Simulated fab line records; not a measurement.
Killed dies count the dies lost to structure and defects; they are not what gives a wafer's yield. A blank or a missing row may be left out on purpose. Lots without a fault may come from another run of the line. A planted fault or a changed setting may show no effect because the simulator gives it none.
Matching of chambers ; flow nand_harc ; NHARC_A_CHANNEL_FILL_D1_ALD_02 on ald_hk-02: 4 sister chambers
The step deposits SiO2, target thk 6 nm, pulse time 10 s, ald cycles 60. 22 wafers are shown with their chamber, then 11 later ones without.

EACH WAFER AND ITS CHAMBER
wafer;chamber;heater_power_w (W);precursor_pulse_height_rel
L074.2;1;411;0.984
L074.3;3;472;1.010
L074.5;2;528;0.980
L075.1;2;532;1.003
L075.3;3;475;0.993
L075.6;1;405;1.028
L077.3;3;482;0.997
L077.5;0;491;0.992
L077.6;1;418;0.994
L081.2;1;424;1.006
L081.5;0;485;1.024
L081.6;1;415;0.979
L088.1;3;488;1.018
L088.4;0;491;0.975
L088.5;2;523;0.994
L087.1;2;526;1.013
L087.3;1;418;0.997
L087.5;2;539;1.003
L086.1;0;486;0.973
L086.5;1;412;1.023
L086.6;2;524;1.014
L085.1;1;405;0.963

SIGNATURES, as means of the wafers listed above
reading;chamber 0;chamber 1;chamber 2;chamber 3;scatter within a chamber
heater_power_w;488.25;413.50;528.67;479.25;6.1
precursor_pulse_height_rel;0.99100;0.99675;1.00117;1.00450;0.0186
Rule: for each reading, subtract the chamber's mean from the wafer's reading, divide by that reading's scatter and square the result; add these up over the readings and take the root, which gives the wafer's distance from the chamber. The wafer belongs to the nearest chamber; if the next one is less than 2 further off, it can't be placed. How the scatter is found: for the shown wafers, subtract from each reading the mean of its chamber, square and add these, divide the total by (wafers less chambers), then take the root.

WAFERS WHOSE CHAMBER IS MISSING
wafer;heater_power_w (W);precursor_pulse_height_rel
L085.3;467;0.999
L085.5;479;0.995
L090.1;410;1.009
L090.3;526;1.012
L090.5;485;1.014
L094.1;476;0.998
L094.3;498;0.994
L094.6;472;1.008
L093.3;490;0.999
L093.4;432;0.993
L093.6;514;1.002

EACH ONE'S CHAMBER
wafer;from the rows above;in truth
L085.3;can't be placed: 3 or 0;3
L085.5;can't be placed: 3 or 0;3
L090.1;1;1
L090.3;2;2
L090.5;can't be placed: 3 or 0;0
L094.1;can't be placed: 3 or 0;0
L094.3;can't be placed: 0 or 3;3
L094.6;can't be placed: 3 or 0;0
L093.3;can't be placed: 0 or 3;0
L093.4;1;1
L093.6;can't be placed: 2 or 0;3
3 of 11 placed correctly. Unplaceable from these rows: 8, with the true chamber sitting among the candidates in 7. Placed wrongly: 0.
